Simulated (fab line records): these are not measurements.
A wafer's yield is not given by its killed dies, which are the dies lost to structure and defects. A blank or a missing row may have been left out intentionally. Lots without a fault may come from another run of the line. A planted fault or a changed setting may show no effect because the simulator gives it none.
Which tool was responsible? || flow nand_harc || at 1 step of a route of 1302, 11 lots with 33 wafers sampled

== WHAT EACH GAUGE READ, for each wafer ==
NHARC_A_CONTACT_CD_MEAS_08: the cd target is 200 nm.
{"lot": "L415", "measured": "day 22 02:24", "on": "cd_sem-03", "cd_nm (nm)": "199.9 200.3 200.0"}
{"lot": "L416", "measured": "day 22 19:11", "on": "cd_sem-02", "cd_nm (nm)": "200.5 200.2 199.8"}
{"lot": "L419", "measured": "day 23 06:56", "on": "cd_sem-02", "cd_nm (nm)": "199.9 200.1 200.6"}
{"lot": "L420", "measured": "day 23 15:44", "on": "cd_sem-02", "cd_nm (nm)": "200.3 200.6 200.0"}
{"lot": "L424", "measured": "day 26 01:25", "on": "cd_sem-01", "cd_nm (nm)": "199.4 198.5 199.9"}
{"lot": "L425", "measured": "day 26 07:29", "on": "cd_sem-01", "cd_nm (nm)": "200.6 200.0 200.2"}
{"lot": "L426", "measured": "day 26 22:08", "on": "cd_sem-02", "cd_nm (nm)": "199.6 200.5 199.9"}
{"lot": "L428", "measured": "day 27 12:53", "on": "cd_sem-02", "cd_nm (nm)": "199.0 200.0 199.4"}
{"lot": "L435", "measured": "day 31 09:27", "on": "cd_sem-01", "cd_nm (nm)": "200.5 200.9 200.9"}
{"lot": "L437", "measured": "day 31 14:05", "on": "cd_sem-01", "cd_nm (nm)": "199.7 199.9 200.4"}
{"lot": "L436", "measured": "day 31 17:55", "on": "cd_sem-01", "cd_nm (nm)": "200.0 200.4 199.0"}

== WHAT TOOL EACH LOT RAN ON (gives the tool, then ch and the chambers of the sampled wafers, and finally the start) ==
The record holds no process step before these readings.

== THE ANSWER, worked out from the rows above alone ==
Rule: the usual values come from the lots themselves. Put in order of their means at a reading, lots are off if they are a third of the lots or fewer, leave a main group of 4 or more, and stand apart from it by a gap of 3 or more times the standard deviation of the main group's means; of several such gaps the widest counts. A main group whose means are all the same, to the digits that the tables above print for the reading, isn't used. A lot without any number at a reading at which 4 lots or more have one is off too. The other lots that the step has rows for count as sound.
Across all readings shown, no lot is off: no conclusion can be drawn from this.

== WHAT WAS PUT IN BY THE SIMULATOR ==
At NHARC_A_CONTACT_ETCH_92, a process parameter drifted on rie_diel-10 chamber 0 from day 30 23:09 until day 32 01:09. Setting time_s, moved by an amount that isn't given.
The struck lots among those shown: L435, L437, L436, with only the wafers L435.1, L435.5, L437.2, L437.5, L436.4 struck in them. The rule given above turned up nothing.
